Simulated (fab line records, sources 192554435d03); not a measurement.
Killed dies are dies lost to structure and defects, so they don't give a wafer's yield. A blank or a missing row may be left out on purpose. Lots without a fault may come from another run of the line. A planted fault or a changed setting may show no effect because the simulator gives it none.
fab line records | flow n5_finfet
record lots=6 wafers=18 last_day=18
route steps=1938 shown BEOL_M3@958 BEOL_M4@1111 PASSIVATION@1936
lots that met no fault: from a run of the same line without faults
start_h: hours from the record's first day to the start of the lot's first wafer shown | wait_h: hours since the lot's step before | " the same as in the row above | L1.1+2: a row that stands for several wafers | - no value, or no start given | * or withheld: withheld | < > ~ a bound
route shown NAME@n: a module of which the file shows steps, and the number in the route of the first | usual: mean/standard deviation of fault-free wafers | same: alike in all rows | chamber/n: place in a boat | sites: the reading at each site | _std_site: their standard deviation | _edge_site: outer sites' mean less inner sites' | radius_mm: how far each site lies from the wafer's centre | mask NAME#n: copy n | behind: the tool/chamber that last shaped the wafer | hold: why the lot was held/for how many hours/how that ended | device: the transistor (n, p or np) that didn't switch | end of line: the same wafers' tests at the end of the route | a step without rows: its recipe alone | killed: dies lost to structure and defects at the first sort, not the wafer's yield | map: a wafer's dies, x killed, . not, _ none there
set.NAME: the setting as run; set.NAME@STEP: as run at that earlier step | model.NAME: the simulator's own value behind a step, which no gauge read
lots at some steps of the route; a table a step, a row a wafer
services: from which hour (start_h, from the record's first day; less than 0 if before it) a tool's chamber was out of use, for how many hours, and why
## steps
# step N5_BEOL_M3_COAT_68
# recipe resist=SiARC temp_c=220 time_s=60 spin_rpm=1500 resist_thk_nm=12
# step N5_BEOL_M3_COAT_76
# recipe resist=underlayer temp_c=205 time_s=60 spin_rpm=1500 resist_thk_nm=5
# step N5_BEOL_M3_COAT_22
# recipe resist=CAR-EUV spin_rpm=1500 resist_thk_nm=30
# step N5_BEOL_M3_EBR_24
# recipe solvent=PGMEA ebr_width_mm=1.5
# step N5_BEOL_M3_SOFTBAKE_23
# recipe temp_c=110 time_s=60 resist=CAR-EUV
# step N5_BEOL_M3_EXPOSE_25
# recipe mask_id=V2 na=0.33 source_shape=quasar sigma_inner=0.2 sigma_outer=0.8 polarization=unpolarized defocus_nm=5 dose_mj=63
# step N5_BEOL_M3_PEB_26
# recipe peb_temp_c=100 peb_time_s=60 resist=CAR-EUV
# step N5_BEOL_M3_DEVELOP_27
# recipe develop_time_s=30 developer=TMAH resist=CAR-EUV rinse_liquid=surfactant_rinse dry=air_spin dev_temp_c=23
# step N5_BEOL_M3_CD_MEAS_28
# recipe target_cd_nm=25.7 landing_energy_ev=500 detector=se_inlens target_cd_y_nm=23.3 polarity=opening
# usual cd_nm=25.75/0.27
# columns lot.wafer tool chamber start_h wait_h cd_nm
L629.1 cd_sem-02 0 156.26 - 25.60
L629.2 " 0 " " 25.99
L629.6 " 0 " " 25.55
L636.1 cd_sem-02 0 185.08 - 25.85
L636.3 " 0 " " 25.57
L636.5 " 0 " " 25.95
L635.1 cd_sem-03 0 189.39 - 25.73
L635.3 " 0 " " 26.05
L635.4 " 0 " " 25.87
L643.4 cd_sem-03 0 228.23 - 25.68
L643.5 " 0 " " 25.56
L643.6 " 0 " " 25.56
L642.1 cd_sem-01 0 228.41 - 25.88
L642.3 " 0 " " 25.33
L642.6 " 0 " " 25.69
L649.2 cd_sem-01 0 293.47 - 25.68
L649.3 " 0 " " 25.81
L649.6 " 0 " " 25.74
# step N5_BEOL_M3_OVL_MEAS_29
# recipe points_per_wafer=522
# usual V2_OVL=-0.2/0.64
# columns lot.wafer tool chamber start_h wait_h V2_OVL[nm]
L629.1 overlay-01 0 156.29 0.0 -0.4
L629.2 " 0 " " -0.8
L629.6 " 0 " " -0.5
L636.1 overlay-02 0 185.11 0.0 1.1
L636.3 " 0 " " 0.2
L636.5 " 0 " " -0.5
L635.1 overlay-01 0 189.42 0.0 -0.6
L635.3 " 0 " " -0.9
L635.4 " 0 " " -0.9
L643.4 overlay-02 0 228.28 0.0 1.3
L643.5 " 0 " " 0.2
L643.6 " 0 " " 0.5
L642.1 overlay-01 0 228.44 0.0 1.0
L642.3 " 0 " " 0.1
L642.6 " 0 " " -0.2
L649.2 overlay-01 0 293.51 0.0 -0.2
L649.3 " 0 " " 0.0
L649.6 " 0 " " 0.6
# step N5_BEOL_M3_INSPECT_30
# recipe mode=adi inspect_instrument=brightfield
# usual raw_defect_count=415/84
# columns lot.wafer tool chamber start_h wait_h raw_defect_count
L629.1 defect_inspect-01 - 156.35 0.1 336
L629.2 " - " " 240
L629.6 " - " " 465
L636.1 defect_inspect-01 - 185.17 0.1 407
L636.3 " - " " 311
L636.5 " - " " 497
L635.1 defect_inspect-01 - 189.48 0.1 466
L635.3 " - " " 537
L635.4 " - " " 626
L643.4 defect_inspect-02 - 228.32 0.0 437
L643.5 " - " " 417
L643.6 " - " " 463
L642.1 defect_inspect-02 - 228.50 0.1 494
L642.3 " - " " 350
L642.6 " - " " 484
L649.2 defect_inspect-01 - 293.56 0.0 364
L649.3 " - " " 402
L649.6 " - " " 413
# step N5_BEOL_M3_DESCUM_33
# recipe chemistry=O2 time_s=7 source_power_w=50 bias_power_w=20 pressure_mtorr=20 rf_frequency_hz=2.712e+07 temp_c=40 resist=CAR-EUV o2_flow_sccm=225
# usual drypump_motor_current_A=5.6/0.4 oes_product_au=0.78/0.083 rf_vpp_V=243.3/1.1 showerhead_plenum_p_Torr=2.10/0.052 throttle_valve_pct=20.4/0.31
# same time_s=7
# columns lot.wafer tool chamber start_h wait_h drypump_motor_current_A oes_product_au rf_hours_counter_h rf_vpp_V showerhead_plenum_p_Torr throttle_valve_pct
L629.1 rie_diel-02 1 156.38 0.0 6.5 0.71 188 241.6 2.07 20.4
L629.2 " 3 " " 5.1 0.70 223 243.3 2.05 20.5
L629.6 " 0 " " 5.6 0.81 - 240.4 2.03 20.4
L636.1 rie_diel-02 1 185.24 0.1 6.5 0.71 197 242.8 2.07 20.4
L636.3 " 2 " " 5.4 0.73 163 244.2 2.16 20.1
L636.5 " 3 " " 5.1 0.69 - 244.2 2.05 20.5
L635.1 rie_diel-02 1 189.52 0.0 6.5 0.72 198 243.8 2.07 20.4
L635.3 " 3 " " 5.1 0.70 231 244.2 2.05 20.5
L635.4 " 0 " " 5.5 0.81 101 241.7 2.03 20.4
L643.4 rie_diel-04 1 228.42 0.1 5.8 0.69 220 242.8 2.10 21.1
L643.5 " 0 " " 6.0 0.70 - 243.6 2.15 20.6
L643.6 " 3 " " 5.2 0.69 - 244.8 2.16 20.6
L642.1 rie_diel-03 0 228.85 0.4 5.6 0.92 21 243.1 2.03 20.0
L642.3 " 1 " " 4.9 0.91 28 243.0 2.04 20.5
L642.6 " 2 " " 5.6 0.84 - 244.8 2.09 20.0
L649.2 rie_diel-04 2 293.59 0.0 5.6 0.79 113 243.8 2.17 20.3
L649.3 " 0 " " 6.0 0.68 247 245.7 2.15 20.7
L649.6 " 0 " " 6.0 0.68 - 243.0 2.14 20.7
# step N5_BEOL_M3_ETCH_77
# recipe chemistry=N2/H2 target=underlayer target_depth_a=65 mask_material=CAR-EUV time_s=5.2 ion_energy_ev=200 pressure_mtorr=30 source_w=840 bias_w=150 n2_flow_sccm=200 h2_flow_sccm=200 ends=cleared
# usual drypump_motor_current_A=5.6/0.39 etch_rf_on_time_s=5.26/0.19 h2_flow_sccm=200.0/0.57 oes_product_au=0.66/0.074 rf_vpp_V=524.4/2.1 showerhead_plenum_p_Torr=2.56/0.066 throttle_valve_pct=17.9/0.32
# columns lot.wafer tool chamber start_h wait_h drypump_motor_current_A etch_rf_on_time_s h2_flow_sccm oes_product_au rf_hours_counter_h rf_vpp_V showerhead_plenum_p_Torr throttle_valve_pct
L629.1 rie_diel-02 1 156.42 0.0 6.5 5.10 200.1 0.64 188 523.4 2.52 17.9
L629.2 " 3 " " 5.1 5.33 200.6 0.58 223 522.2 2.52 18.0
L629.6 " 0 " " 5.5 5.25 200.2 0.69 - 523.3 2.47 17.9
L636.1 rie_diel-02 1 185.27 0.0 6.5 5.11 179.9 0.62 197 523.4 2.45 17.4
L636.3 " 2 " " 5.3 5.32 200.6 0.63 163 528.4 2.63 17.6
L636.5 " 3 " " 5.1 5.28 200.8 0.59 - 520.9 2.52 18.1
L635.1 rie_diel-02 1 189.55 0.0 6.6 5.17 180.0 0.61 198 524.0 2.45 17.4
L635.3 " 3 " " 5.1 5.39 200.5 0.58 231 523.7 2.52 18.0
L635.4 " 0 " " 5.6 5.18 200.8 0.69 101 522.5 2.47 18.0
L643.4 rie_diel-04 1 228.46 0.0 5.8 5.46 200.4 0.57 220 523.7 2.54 18.5
L643.5 " 0 " " 6.1 5.81 199.9 0.57 - 525.5 2.63 18.2
L643.6 " 3 " " 5.2 5.24 199.9 0.59 - 525.2 2.64 18.1
L642.1 rie_diel-03 0 228.89 0.0 5.6 5.07 200.0 0.79 21 522.4 2.49 17.5
L642.3 " 1 " " 4.9 5.11 198.7 0.78 28 522.2 2.49 17.9
L642.6 " 2 " " 5.6 5.29 199.9 0.69 - 523.0 2.54 17.5
L649.2 rie_diel-04 2 293.63 0.0 5.6 5.04 198.6 0.68 113 526.1 2.67 17.8
L649.3 " 0 " " 6.0 5.73 200.9 0.56 247 525.0 2.63 18.3
L649.6 " 0 " " 6.0 5.76 199.2 0.56 - 525.4 2.63 18.2
# step N5_BEOL_M3_ETCH_69
# recipe chemistry=CF4 target=SiARC target_depth_a=156 mask_material=CAR-EUV time_s=26 ion_energy_ev=80 pressure_mtorr=40 source_w=545 bias_w=36 Ar_flow_sccm=100 cf4_flow_sccm=100 ends=cleared
# usual drypump_motor_current_A=5.6/0.39 etch_rf_on_time_s=26.3/0.77 oes_product_au=0.66/0.072 rf_vpp_V=184.2/1 showerhead_plenum_p_Torr=2.16/0.058 throttle_valve_pct=15.67/0.28
# columns lot.wafer tool chamber start_h wait_h drypump_motor_current_A etch_rf_on_time_s oes_product_au rf_hours_counter_h rf_vpp_V showerhead_plenum_p_Torr throttle_valve_pct
L629.1 rie_diel-02 1 156.43 0.0 6.5 25.7 0.63 188 181.9 2.13 15.61
L629.2 " 3 " " 5.0 26.3 0.60 223 183.6 2.13 15.93
L629.6 " 0 " " 5.5 26.7 0.69 - 182.2 2.07 15.38
L636.1 rie_diel-02 1 185.29 0.0 6.5 25.8 0.62 197 184.6 2.13 15.64
L636.3 " 2 " " 5.4 26.9 0.63 163 184.5 2.22 15.44
L636.5 " 3 " " 5.1 26.2 0.59 - 181.8 2.13 15.94
L635.1 rie_diel-02 1 189.57 0.0 6.5 25.6 0.63 198 183.8 2.13 15.66
L635.3 " 3 " " 5.1 26.2 0.59 231 184.2 2.13 15.95
L635.4 " 0 " " 5.5 26.5 0.69 101 184.9 2.07 15.39
L643.4 rie_diel-04 1 228.47 0.0 5.8 27.1 0.58 220 185.1 2.13 16.04
L643.5 " 0 " " 6.0 28.3 0.58 - 184.7 2.21 15.96
L643.6 " 3 " " 5.2 26.2 0.59 - 183.6 2.22 15.84
L642.1 rie_diel-03 0 228.90 0.0 5.6 25.6 0.79 21 183.7 2.08 15.13
L642.3 " 1 " " 4.9 25.8 0.76 28 183.3 2.11 15.67
L642.6 " 2 " " 5.6 26.6 0.70 - 185.4 2.18 15.53
L649.2 rie_diel-04 2 293.65 0.0 5.6 25.3 0.69 113 184.8 2.25 15.59
L649.3 " 0 " " 6.0 28.1 0.58 247 183.8 2.21 15.97
L649.6 " 0 " " 6.0 28.2 0.56 - 184.9 2.21 15.99
# step N5_BEOL_M4_RC_MEAS_101
# usual DIBL_N=36.7/2.6 DIBL_P=36.9/2.8 IOFF_N=0.17/0.043 IOFF_P=0.22/0.05 ION_N=678/15 ION_P=465/9.2 SS_N=71.6/0.79 SS_P=73.5/0.82 VT_N=250/3.9 VT_P=-250/3.7
# columns lot.wafer tool chamber start_h wait_h DIBL_N[mV/V] DIBL_P[mV/V] IOFF_N[nA/um] IOFF_P[nA/um] ION_N[uA/um] ION_P[uA/um] SS_N[mV/dec] SS_P[mV/dec] VT_N[mV] VT_P[mV]
L629.1 prober-01 0 176.67 0.0 41.2 43.8 0.30 0.33 697 474 72.9 75.2 241 -247
L629.2 " 0 " " 39.7 41.6 0.23 0.27 689 470 72.9 74.0 248 -249
L629.6 " 0 " " 33.8 35.1 0.12 0.17 665 462 71.1 72.7 254 -253
L636.1 prober-01 0 206.49 0.0 32.7 32.4 0.10 0.15 657 463 70.2 72.2 260 -257
L636.3 " 0 " " 38.8 39.0 0.20 0.22 702 478 72.0 74.6 248 -251
L636.5 " 0 " " 33.1 32.5 0.11 0.14 665 462 70.2 71.9 255 -254
L635.1 prober-02 0 213.83 0.0 36.0 35.8 0.15 0.26 680 477 71.3 73.2 250 -245
L635.3 " 0 " " 38.1 37.9 0.18 0.29 709 493 72.8 73.0 250 -242
L635.4 " 0 " " 36.0 35.4 0.15 0.25 698 486 71.5 72.8 246 -244
L643.4 prober-02 0 252.64 1.1 36.0 35.4 0.13 0.18 667 456 71.1 72.8 256 -256
L643.5 " 0 " " 32.0 31.4 0.08 0.12 629 436 69.5 72.2 262 -260
L643.6 " 0 " " 37.1 37.6 0.16 0.22 662 457 71.7 74.3 253 -251
L642.1 prober-02 0 263.05 0.0 35.8 37.1 0.15 0.19 675 458 71.1 73.5 248 -253
L642.3 " 0 " " 34.4 35.6 0.13 0.16 673 460 70.9 72.9 250 -254
L642.6 " 0 " " 36.6 37.2 0.16 0.18 680 461 71.4 73.6 251 -253
L649.2 prober-02 0 312.84 0.2 40.6 39.8 0.25 0.30 707 477 72.6 75.2 244 -245
L649.3 " 0 " " 40.1 38.9 0.24 0.28 723 480 71.9 75.0 242 -246
L649.6 " 0 " " 34.5 32.6 0.12 0.17 652 454 69.9 72.5 252 -253
# step N5_PASSIVATION_PROBE_49
# usual defect_limited_yield=91.0/1.4 killed_at_M0_to_M3=36/9.6 killed_at_M4_up=14/6.1 killed_at_contacts=13/6.6 killed_at_front_end=40/11 killed_at_other=3.2/2.9 killed_dies=106/17 killed_open=71/12 killed_short=33/7.3 sort_bin_4_leakage=0.02/0.11 sort_bin_5_function=5.3/1 sort_bin_6_memory=3.4/0.68 sort_bin_8_speed=0.0/0.51 sort_n_pass=1073/19 sort_yield_pct=91.0/1.6
# same gross_dies=1180 killed_at_back_side=0
# columns lot.wafer tool chamber start_h wait_h defect_limited_yield[%] killed_at_M0_to_M3 killed_at_M4_up killed_at_contacts killed_at_front_end killed_at_other killed_dies killed_open killed_short sort_bin_4_leakage[%] sort_bin_5_function[%] sort_bin_6_memory[%] sort_bin_8_speed[%] sort_n_pass sort_yield_pct[%]
L629.1 prober-02 - 287.87 0.0 89.4 47 15 18 45 0 125 92 31 1.02 5.3 4.9 0 1043 88.4
L629.2 prober-02 - 287.92 0.1 91.8 33 16 11 37 0 97 62 33 0 4.8 3.2 0 1083 91.8
L629.6 prober-02 - 288.12 0.3 91.6 45 13 17 24 0 99 60 39 0 4.9 3.2 0 1081 91.6
L636.1 prober-02 - 311.72 0.0 92.9 15 15 13 39 2 84 48 36 0 3.7 3.1 0 1096 92.9
L636.3 prober-02 - 311.82 0.1 88.9 25 25 14 62 5 131 88 41 0 7.4 3.5 0 1049 88.9
L636.5 prober-02 - 311.92 0.2 91.6 28 20 12 33 6 99 68 28 0 4.0 3.7 0 1081 91.6
L635.1 prober-02 - 317.83 0.0 93.1 29 16 2 35 0 82 55 27 0 4.2 2.5 0 1098 93.1
L635.3 prober-02 - 317.93 0.1 92.6 31 12 11 30 3 87 57 30 0 3.1 3.9 0 1093 92.6
L635.4 prober-02 - 317.98 0.2 90.9 39 12 5 50 1 107 59 26 0 6.4 2.5 0 1073 90.9
L643.4 prober-02 - 356.50 0.2 90.4 43 10 21 39 0 113 69 44 0 5.4 3.7 0 1067 90.4
L643.5 prober-02 - 356.55 0.2 88.3 47 14 24 45 8 138 88 50 0 7.5 4.0 6.0 971 82.3
L643.6 prober-02 - 356.60 0.3 89.2 36 25 19 45 2 127 86 39 0 6.7 3.8 0 1053 89.2
L642.1 prober-02 - 365.94 0.0 92.5 26 14 19 26 4 89 64 24 0 4.2 3.0 0 1091 92.5
L642.3 prober-02 - 366.04 0.1 92.5 25 11 23 27 2 88 62 26 0 4.7 2.6 0 1092 92.5
L642.6 prober-02 - 366.19 0.3 90.7 39 23 8 34 6 110 76 33 0 6.0 3.1 0 1070 90.7
L649.2 prober-02 - 426.20 0.1 92.3 26 16 13 33 3 91 54 37 0 5.4 2.1 0 1089 92.3
L649.3 prober-02 - 426.25 0.1 92.3 25 17 18 27 4 91 61 30 0 4.6 2.9 0 1089 92.3
L649.6 prober-02 - 426.40 0.3 92.5 20 5 24 37 2 88 64 24 0 4.8 2.1 0 1092 92.5
# killed by level:class
L629.1 MOL_CONTACT_COAG:geometric_particle:open=16 FIN_SAQP:geometric_particle:open=12 BEOL_M3:geometric_particle:open=10 STI_FIN_REVEAL:geometric_particle:open=9 BEOL_M0_SAQP:geometric_particle:short=9 BEOL_M0_SAQP:geometric_particle:open=7 BEOL_M2:geometric_particle:open=6 BEOL_M4:geometric_particle:open=6
L629.2 BEOL_M3:geometric_particle:open=13 STI_FIN_REVEAL:geometric_particle:open=10 MOL_CONTACT_COAG:geometric_particle:open=9 BEOL_M4:geometric_particle:short=6 STARTING-WAFER:geometric_particle:short=5 BEOL_M3:geometric_particle:short=5 FIN_SAQP:geometric_particle:open=4 STI_FIN_REVEAL:geometric_particle:short=4
L629.6 MOL_CONTACT_COAG:geometric_particle:open=14 BEOL_M0_SAQP:geometric_particle:short=14 BEOL_M0_SAQP:geometric_particle:open=13 BEOL_M3:geometric_particle:open=11 BEOL_M4:geometric_particle:open=7 FIN_SAQP:geometric_particle:short=6 FIN_SAQP:geometric_particle:open=5 BEOL_M3:geometric_particle:short=4
L636.1 FIN_SAQP:geometric_particle:open=12 MOL_CONTACT_COAG:geometric_particle:open=8 FIN_SAQP:geometric_particle:short=6 STI_FIN_REVEAL:geometric_particle:open=6 BEOL_M0_SAQP:geometric_particle:short=6 MOL_CONTACT_COAG:geometric_particle:short=5 BEOL_M4:geometric_particle:open=5 ILD0:geometric_particle:short=3
L636.3 FIN_SAQP:geometric_particle:open=31 BEOL_M4:geometric_particle:open=13 MOL_CONTACT_COAG:geometric_particle:open=10 FIN_SAQP:geometric_particle:short=7 BEOL_M0_SAQP:geometric_particle:open=7 BEOL_M3:geometric_particle:open=6 BEOL_M7:geometric_particle:open=5 MOL_CONTACT_COAG:geometric_particle:short=4
L636.5 MOL_CONTACT_COAG:geometric_particle:open=10 BEOL_M4:geometric_particle:open=9 BEOL_M3:geometric_particle:open=6 ILD0:geometric_particle:open=5 BEOL_M0_SAQP:geometric_particle:short=5 BEOL_M0_SAQP:geometric_particle:open=5 BEOL_M2:geometric_particle:open=5 BEOL_M4:geometric_particle:short=5
L635.1 BEOL_M4:geometric_particle:open=10 STI_FIN_REVEAL:geometric_particle:open=8 GATE_CUT:geometric_particle:short=8 BEOL_M0_SAQP:geometric_particle:open=6 GATE_CUT:geometric_particle:open=5 BEOL_M1:geometric_particle:open=5 BEOL_M2:geometric_particle:open=5 BEOL_M2:geometric_particle:short=5
L635.3 BEOL_M1:geometric_particle:open=11 MOL_CONTACT_COAG:geometric_particle:open=8 GATE_CUT:geometric_particle:short=7 GATE_CUT:geometric_particle:open=6 BEOL_M2:geometric_particle:open=6 STARTING-WAFER:geometric_particle:short=5 FIN_SAQP:geometric_particle:open=4 BEOL_M0_SAQP:geometric_particle:short=4
L635.4 FIN_CUT:area_etch=21 BEOL_M2:geometric_particle:open=13 BEOL_M1:geometric_particle:open=13 GATE_CUT:geometric_particle:short=7 MOL_CONTACT_COAG:geometric_particle:open=5 DUMMY_GATE:geometric_particle:open=4 GATE_CUT:geometric_particle:open=4 BEOL_M4:geometric_particle:open=4
L643.4 MOL_CONTACT_COAG:geometric_particle:open=17 GATE_CUT:geometric_particle:short=10 BEOL_M0_SAQP:geometric_particle:short=8 BEOL_M0_SAQP:geometric_particle:open=8 FIN_SAQP:geometric_particle:open=7 BEOL_M1:geometric_particle:open=7 DUMMY_GATE:geometric_particle:open=6 BEOL_M2:geometric_particle:open=6
L643.5 MOL_CONTACT_COAG:geometric_particle:open=21 BEOL_M2:geometric_particle:open=10 STI_FIN_REVEAL:geometric_particle:open=10 BEOL_M0_SAQP:geometric_particle:short=9 BEOL_M4:geometric_particle:open=9 BEOL_M0_SAQP:geometric_particle:open=8 BEOL_M1:geometric_particle:open=7 BEOL_M3:geometric_particle:short=7
L643.6 MOL_CONTACT_COAG:geometric_particle:open=17 BEOL_M4:geometric_particle:open=14 BEOL_M2:geometric_particle:open=12 FIN_SAQP:geometric_particle:short=10 FIN_SAQP:geometric_particle:open=9 BEOL_M0_SAQP:geometric_particle:short=6 BEOL_M0_SAQP:geometric_particle:open=5 BEOL_M1:geometric_particle:open=5
L642.1 MOL_CONTACT_COAG:geometric_particle:open=14 BEOL_M4:geometric_particle:open=10 BEOL_M0_SAQP:geometric_particle:short=8 BEOL_M2:geometric_particle:open=7 STI_FIN_REVEAL:geometric_particle:open=5 DUMMY_GATE:geometric_particle:open=5 MOL_CONTACT_COAG:geometric_particle:short=5 BEOL_M1:geometric_particle:open=5
L642.3 MOL_CONTACT_COAG:geometric_particle:open=21 STI_FIN_REVEAL:geometric_particle:open=8 BEOL_M0_SAQP:geometric_particle:short=7 BEOL_M0_SAQP:geometric_particle:open=6 FIN_SAQP:geometric_particle:short=4 STARTING-WAFER:geometric_particle:short=4 BEOL_M5:geometric_particle:open=4 ILD0:geometric_particle:open=3
L642.6 BEOL_M0_SAQP:geometric_particle:open=11 FIN_SAQP:geometric_particle:open=9 BEOL_M4:geometric_particle:open=9 BEOL_M3:geometric_particle:open=8 BEOL_M2:geometric_particle:open=7 STI_FIN_REVEAL:geometric_particle:open=6 GATE_CUT:geometric_particle:short=5 BEOL_M1:geometric_particle:open=5
L649.2 MOL_CONTACT_COAG:geometric_particle:open=12 GATE_CUT:geometric_particle:short=9 BEOL_M0_SAQP:geometric_particle:open=9 BEOL_M4:geometric_particle:open=7 ILD0:geometric_particle:short=5 BEOL_M0_SAQP:geometric_particle:short=5 BEOL_M2:geometric_particle:short=5 STARTING-WAFER:geometric_particle:short=4
L649.3 MOL_CONTACT_COAG:geometric_particle:open=14 BEOL_M3:geometric_particle:open=8 BEOL_M0_SAQP:geometric_particle:short=7 BEOL_M5:geometric_particle:open=6 FIN_SAQP:geometric_particle:open=5 BEOL_M2:geometric_particle:open=5 GATE_CUT:geometric_particle:short=4 MOL_CONTACT_COAG:geometric_particle:short=4
L649.6 MOL_CONTACT_COAG:geometric_particle:open=19 STI_FIN_REVEAL:geometric_particle:open=8 SPACER0:geometric_particle:short=5 SPACER0:geometric_particle:open=5 MOL_CONTACT_COAG:geometric_particle:short=5 DUMMY_GATE:geometric_particle:open=4 BEOL_M0:geometric_particle:short=4 STARTING-WAFER:geometric_particle:open=4
## services
# columns tool chamber start_h hours kind
rie_diel-03 0 137.79 - clean
rie_diel-03 0 137.79 - consumable_replace:focus_ring
rie_diel-03 0 137.79 18.6 scheduled_down
rie_diel-03 0 137.79 18.6 vent_cycle
rie_diel-04 3 200.03 2.9 repair
rie_diel-03 2 218.45 2.0 repair
rie_diel-02 3 250.70 - clean
rie_diel-02 3 250.70 - consumable_replace:focus_ring
rie_diel-02 3 250.70 20.8 scheduled_down
rie_diel-02 3 250.70 20.8 vent_cycle
## key
first_sign step=N5_BEOL_M3_ETCH_77 reading=h2_flow_sccm direction=down sigmas=35 usual=200.0 struck=180.0
effect none on later readings
met_at N5_BEOL_M3_ETCH_77
struck_wafers L635.1,L636.1
baseline_loss step=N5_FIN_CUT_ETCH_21 wafers=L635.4
onset_between 156.42 185.27
fault kind=process_parameter_drift tool=rie_diel-02 chamber=1 onset_h=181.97 steps=N5_BEOL_M3_ETCH_77 channel=h2_flow_sccm offset=-20 shape=step end_h=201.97 acts_in=these_recipes_only stated=200
# baseline_loss: these wafers lose ten dies or more at that step, a loss of the line's own and not of a fault; the sort's usual values leave them out
